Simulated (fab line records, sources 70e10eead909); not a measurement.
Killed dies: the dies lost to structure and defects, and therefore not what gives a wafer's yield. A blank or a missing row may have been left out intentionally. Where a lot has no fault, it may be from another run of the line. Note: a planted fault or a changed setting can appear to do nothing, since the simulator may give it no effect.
Struck lot and sound lot, side by side	flow nand-harc	37 out of 1302 route steps
Sound: these wafers, L285.1, L285.2, L285.5. Struck: wafer L297.2 (left out: L297.1, L297.5 of the same lot, which were not struck); the cause appears at the end.
For every step that has rows: the tool of each side, followed by ch and its chambers, followed by its first start. Under that, the readings that differ: sound wafers	struck wafers	difference of the means	sigmas: that difference in standard deviations of wafers without a fault.
alike: readings whose means differ by less than 2 such deviations, and words and numbers that are the same on both sides. not compared: withheld readings, readings that some wafer has no value for, bounds like >300 that may hide the same value, and numbers for which the record gives no deviation and whose values overlap.
The two part at a step that has a row with sigmas, a row that says differs or no value, or rows on one side only. When numbers do not overlap yet have no deviation, they are printed without sigmas and do not part them. Lack of a reading on every wafer of one side parts them only where that side has two or more wafers.

first, 10 steps without rows for these wafers: NHARC_A_STAIRCASE_DEP_417 (deposits Si3N4, target thk 60 nm); NHARC_A_STAIRCASE_WET_418 (chemistry H3PO4, target depth 20 nm); NHARC_A_STAIRCASE_PRECLEAN_419 (cleans in SC1); NHARC_A_STAIRCASE_SRD_421; NHARC_A_STAIRCASE_ALD_420 (deposits SiO2, target thk 20 nm, pulse time 6 s, ald cycles 200); NHARC_A_STAIRCASE_CVD_552 (deposits SiNx, target thk 40 nm); NHARC_A_STAIRCASE_DEP_151 (deposits SiO2, target thk 7200 nm); NHARC_A_STAIRCASE_ANNEAL_320 (time 1800 s); NHARC_A_STAIRCASE_DEP_322 (deposits SiO2, target thk 7200 nm); NHARC_A_STAIRCASE_ANNEAL_323 (time 1800 s).
NHARC_A_STAIRCASE_DEP_325: deposits SiO2, target thk 7200 nm.
  sound on pecvd-03 ch 0,1, day 18 09:20; struck on pecvd-03 ch 0, day 22 22:51
  alike: heater-power-w
then, 12 steps without rows for these wafers: NHARC_A_STAIRCASE_ANNEAL_326 (time 1800 s); NHARC_A_STAIRCASE_DEHYDRATE_433 (time 120 s); NHARC_A_STAIRCASE_HMDS_434 (time 30 s); NHARC_A_STAIRCASE_COAT_435; NHARC_A_STAIRCASE_SOFTBAKE_436 (time 170 s); NHARC_A_STAIRCASE_EBR_437; NHARC_A_STAIRCASE_EXPOSE_438 (exposes mask STAIR REV); NHARC_A_STAIRCASE_PEB_439 (peb time 130 s); NHARC_A_STAIRCASE_DEVELOP_440 (time 140 s); NHARC_A_STAIRCASE_HARDBAKE_442 (time 140 s); NHARC_A_STAIRCASE_DESCUM_443 (chemistry O2, time 3 s); NHARC_A_STAIRCASE_ETCH_444 (etches the open film in C4F8/O2, target depth 20400 nm, time 6800 s).
NHARC_A_STAIRCASE_STRIP_446: strips in O2.
  sound on plasma-asher-01 ch 0,1, day 18 22:17; struck on plasma-asher-01 ch 1, day 23 11:32
  alike: drypump-motor-current-A, heater-power-w
  not compared: rf-hours-counter-h
then, 3 steps without rows for these wafers: NHARC_A_STAIRCASE_STRIP_447 (strips in SPM, time 900 s); NHARC_A_STAIRCASE_PRECLEAN_448 (cleans in SC1); NHARC_A_STAIRCASE_SRD_449.
NHARC_A_STAIRCASE_CMP_450: polishes SiO2, target thk 200 nm.
  sound on cmp-04 ch 0,1,3, day 18 23:07; struck on cmp-01 ch 2, day 23 12:20
  alike: motor-current-A, retaining-ring-pressure-frac, slurry-filter-dp-kPa
NHARC_A_STAIRCASE_CMP_152: polishes.
  sound on cmp-04 ch 0,1,3, day 18 23:11; struck on cmp-01 ch 2, day 23 12:25
  alike: motor-current-A, retaining-ring-pressure-frac, slurry-filter-dp-kPa
then, 2 steps without rows for these wafers: NHARC_A_STAIRCASE_SRD_154; NHARC_A_STAIRCASE_ETCH_403 (etches SiO2 in dHF, target depth 108.2 nm).
NHARC_A_STAIRCASE_ETCHBACK_422: etches the open film in CH3F/O2, target depth 40 nm, time 74.286 s.
  sound on rie-diel-04 ch 0,2, day 18 23:38; struck on rie-diel-08 ch 2, day 23 12:52
reading	sound	struck	difference	sigmas
showerhead-plenum-p-Torr (Torr)	2.46 2.61 2.61	2.34	-0.22	-2
  alike: chamber-pressure-mTorr, drypump-motor-current-A, mfc-ar-sccm, oes-product-au, rf-vpp-V, throttle-valve-pct
  not compared: rf-hours-counter-h
then, 3 steps without rows for these wafers: NHARC_A_STAIRCASE_ETCH_423 (etches SiO2 in dHF, target depth 30 nm); NHARC_A_STAIRCASE_ETCHBACK_157 (etches the open film in CH3F/O2, target depth 90 nm, time 167.14 s); NHARC_A_STAIRCASE_STRIP_475 (strips in O2, time 20 s).
NHARC_A_STAIRCASE_DEP_471: deposits SiO2, target thk 100 nm.
  sound on pecvd-01 ch 0,1,2, day 19 00:16; struck on pecvd-03 ch 2, day 23 13:32
reading	sound	struck	difference	sigmas
throttle-valve-pct (%)	15.8 16.8 16.7	15.4	-1.0	-2
  alike: heater-power-w
-- record jumps: 5 days between struck wafers' starts before vs after; left off in module A_STAIRCASE, resumes in module END, first step shown is number 1302 of the route --
NHARC_END_SORT_01:
  only the struck wafers appear in the record here, on prober-01 ch 0 at day 28 16:56; the sound ones have no rows

== WHERE THEY PART ==
Last at NHARC_END_SORT_01 as far as this record goes, first at NHARC_A_STAIRCASE_ETCHBACK_422.

WHY: what had been put in by the simulator
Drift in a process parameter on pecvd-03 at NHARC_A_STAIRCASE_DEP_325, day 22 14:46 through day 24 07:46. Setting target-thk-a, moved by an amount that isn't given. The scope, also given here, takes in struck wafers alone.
